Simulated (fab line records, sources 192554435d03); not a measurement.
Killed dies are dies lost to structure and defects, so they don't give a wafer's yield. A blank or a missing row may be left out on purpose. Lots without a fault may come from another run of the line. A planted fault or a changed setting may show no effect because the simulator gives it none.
One fault seen from 3 desks | flow n5_finfet | each desk has only its own numbers; what lay behind them comes last
Where a reading is given only as a bound, like >300, the bound stands for it, and a mean or a difference that rests on one is marked > or <: the true number lies beyond.

THE TOOL OWNER'S DESK: vapor_etch-01
The tool's own readings at N5_BEOL_M0_SAQP_RECESS_109 (chemistry HF/NH3, target SiO2, target depth 3 nm, afs cycles 1, sublimation time 60 s): means of the sampled wafers that have a number, for each lot that ran on this tool. A lot is out of limits, marked OUT, if its mean lies more than 4 standard deviations from the usual mean; the brackets give that distance.
Columns: A = drypump_motor_current_A at N5_BEOL_M0_SAQP_RECESS_109, usual 5.7 A; B = temp_c at N5_BEOL_M0_SAQP_RECESS_109, usual 30.01 C
lot  | first seen here | A   | B
L248 | day 6 06:31     | 5.9 | 30.03
L249 | day 6 09:07     | 5.9 | 30.19
L250 | day 6 14:57     | 6.0 | 30.13
L251 | day 6 19:10     | 6.0 | 29.94
L255 | day 7 19:58     | 6.0 | 29.94
L259 | day 8 20:57     | 6.0 | 30.05
L261 | day 9 07:03     | 5.9 | 29.96
This desk's finding: nothing out of limits on any of the 7 lots.

THE METROLOGY DESK
What the gauges read, lot by lot, whatever tool the lot ran on: means of the sampled wafers that have a number. A lot is out of limits, marked OUT, if its mean lies more than 4 standard deviations from the usual mean; the brackets give that distance. Of its 10 readings 7 are shown: those that lie furthest out on some lot.
Columns: A = DIBL_N at N5_BEOL_M4_RC_MEAS_101, usual 36.6 mV/V; B = DIBL_P at N5_BEOL_M4_RC_MEAS_101, usual 36.7 mV/V; C = ION_P at N5_BEOL_M4_RC_MEAS_101, usual 463 uA/um; D = SS_N at N5_BEOL_M4_RC_MEAS_101, usual 71.7 mV/dec; E = SS_P at N5_BEOL_M4_RC_MEAS_101, usual 73.3 mV/dec; F = VT_N at N5_BEOL_M4_RC_MEAS_101, usual 249 mV; G = VT_P at N5_BEOL_M4_RC_MEAS_101, usual -249 mV
lot  | first seen here | A    | B    | C   | D    | E    | F   | G
L248 | day 8 05:27     | 37.1 | 37.1 | 462 | 71.9 | 73.8 | 249 | -251
L249 | day 8 08:48     | 36.4 | 35.4 | 463 | 71.4 | 72.9 | 255 | -249
L250 | day 8 21:10     | 36.8 | 34.9 | 457 | 71.8 | 73.0 | 253 | -251
L251 | day 8 23:53     | 35.7 | 35.5 | 467 | 71.2 | 73.0 | 249 | -250
L255 | day 9 21:56     | 35.9 | 38.0 | 464 | 71.7 | 73.9 | 245 | -250
L259 | day 11 02:02    | 37.4 | 36.9 | 463 | 71.8 | 73.2 | 249 | -248
L261 | day 11 07:52    | 37.1 | 35.7 | 459 | 72.0 | 73.4 | 248 | -250
L269 | day 13 20:07    | 35.2 | 34.6 | 465 | 71.8 | 72.5 | 250 | -247
This desk's finding: nothing out of limits on any of the 8 lots.

THE DEFECT DESK
What the inspections along the route counted, lot by lot: means of the sampled wafers that have a number. A lot is out of limits, marked OUT, if its mean lies more than 4 standard deviations from the usual mean; the brackets give that distance.
Columns: A = raw_defect_count at N5_BEOL_M0_SAQP_INSPECT_42, usual 288; B = raw_defect_count at N5_BEOL_M0_CUTY_INSPECT_59, usual 2.0
lot  | first seen here | A              | B
L248 | day 6 07:48     | 277            | 1.7
L249 | day 6 10:26     | 320            | 2.7
L250 | day 6 16:14     | 253            | 2.7
L251 | day 6 20:28     | 197            | 0.7
L255 | day 7 21:28     | 370            | 1.7
L259 | day 8 22:14     | 1411 (+14) OUT | >300 (+99 or more) OUT
L261 | day 9 08:32     | 1679 (+17) OUT | >300 (+99 or more) OUT
L269 | day 11 11:34    | 264            | 2.7
This desk's finding: out of limits on L259, L261; first on L259, day 8 22:14 (raw_defect_count at N5_BEOL_M0_SAQP_INSPECT_42). In limits: L248, L249, L250, L251, L255, L269.

PUT TOGETHER
The defect desk could have raised an alarm at day 8 22:14, on L259, L261.
The tool owner's desk saw nothing out of limits.
The metrology desk saw nothing out of limits.
The tool owner's desk has L259, L261 on record, within its limits.
The metrology desk has L259, L261 on record, within its limits.
Of the lots named, all ran N5_BEOL_M0_SAQP_RECESS_109 on vapor_etch-01.

WHAT THE SIMULATOR HAD PUT IN
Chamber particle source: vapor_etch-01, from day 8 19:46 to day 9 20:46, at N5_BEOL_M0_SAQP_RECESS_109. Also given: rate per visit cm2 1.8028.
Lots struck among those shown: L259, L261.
Hours from the fault's start to each desk's first reading out of limits: the defect desk, 2.
